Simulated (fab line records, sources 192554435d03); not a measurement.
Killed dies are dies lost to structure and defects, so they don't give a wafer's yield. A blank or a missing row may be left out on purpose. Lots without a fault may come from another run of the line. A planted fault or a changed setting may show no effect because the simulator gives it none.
A struck lot beside a sound one | flow n5_finfet | 15 steps out of a route of 1938
Sound: wafers L966.1, L966.4, L966.6. Struck: wafers L976.2, L976.3, L976.4. The cause comes at the end.
At each step with rows: each side's tool, then ch and its chambers, then its first start. Under that, the readings that differ: sound wafers | struck wafers | difference of the means | sigmas: that difference in standard deviations of wafers without a fault.
alike: readings whose means differ by less than 2 such deviations, and words and numbers that are the same on both sides. not compared: withheld readings, readings that some wafer has no value for, bounds like >300 that may hide the same value, and numbers for which the record gives no deviation and whose values overlap.
The two part at a step that has a row with sigmas, a row that says differs or no value, or rows on one side only. Numbers that don't overlap but have no deviation are shown without sigmas and don't part them. A reading that every wafer of one side lacks parts them only if that side has two wafers or more.

N5_BEOL_M8_OCD_MEAS_38:
  sound on ocd-01, day 10 10:59; struck on ocd-01, day 13 00:40
  alike: trench_depth_nm
then, 4 steps without rows for these wafers: N5_BEOL_M8_HM_STRIP_39 (strips TiN in peroxide tin strip, target depth 25 nm, time 158 s); N5_BEOL_M8_SRD_40 (time 30 s); N5_BEOL_M8_PRECLEAN_42 (cleans in residue remover, time 60 s); N5_BEOL_M8_SRD_43 (time 30 s).
N5_BEOL_M8_CD_MEAS_35: target cd 40 nm.
  sound on cd_sem-01, day 10 11:10; struck on cd_sem-02, day 13 00:49
  alike: cd_nm
N5_BEOL_M8_CURE_75: cures SiCOH lowk, time 120 s.
  sound on uv_cure-01 ch 0, day 10 11:12; struck on uv_cure-02 ch 0, day 13 00:55
  alike: lamp_power_pct, wafer_temp_C_max
N5_BEOL_M8_DEGAS_44: time 60 s.
  sound on pvd_sputter-01, day 10 13:41; struck on pvd_sputter-01, day 13 01:49
  alike: heater_power_w
N5_BEOL_M8_PRE_CLEAN_45: time 30 s.
  sound on pvd_sputter-01, day 10 13:43; struck on pvd_sputter-01, day 13 01:51
  alike: heater_power_w
N5_BEOL_M8_ALD_77: deposits TaN, target thk 2 nm, pulse time 2 s, purge time 3 s.
  sound on ald_metal-04 ch 0,3, day 10 13:52; struck on ald_metal-04 ch 0,2,3, day 13 01:55
  alike: heater_power_w
N5_BEOL_M8_SURFACE_TREAT_79:
  sound on pvd_sputter-01, day 10 14:17; struck on pvd_sputter-01, day 13 05:39
  not compared: throttle_valve_pct
then, 1 step without rows for these wafers: N5_BEOL_M8_CVD_78 (deposits Co from CCTBA/H2, target thk 2 nm, time 142.3 s).
N5_BEOL_M8_SPUTTER_48: material Cu, target thk 10 nm, time 1.667 s.
  sound on pvd_sputter-01, day 10 14:56; struck on pvd_sputter-03, day 13 05:59
  reading                  | sound                   | struck                  | difference | sigmas
  chamber_pressure_pa (Pa) | 0.13037 0.13052 0.13017 | 0.11879 0.11895 0.11884 | -0.01149   | -41
  alike: throttle_valve_pct
then, 1 step without rows for these wafers: N5_BEOL_M8_ECD_50 (material Cu, target thk 300 nm).
N5_PASSIVATION_PROBE_49:
  the record has rows for the sound wafers here (prober-02, day 13 16:42) and none for the struck ones

WHERE THEY PART
First at N5_BEOL_M8_SPUTTER_48; last, within this record, at N5_PASSIVATION_PROBE_49.

WHY: what the simulator had put in
Process parameter drift: pvd_sputter-03, from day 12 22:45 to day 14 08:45, at N5_BEOL_M8_SPUTTER_48. Setting chamber_pressure_pa, moved by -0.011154, from 0.13. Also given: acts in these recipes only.
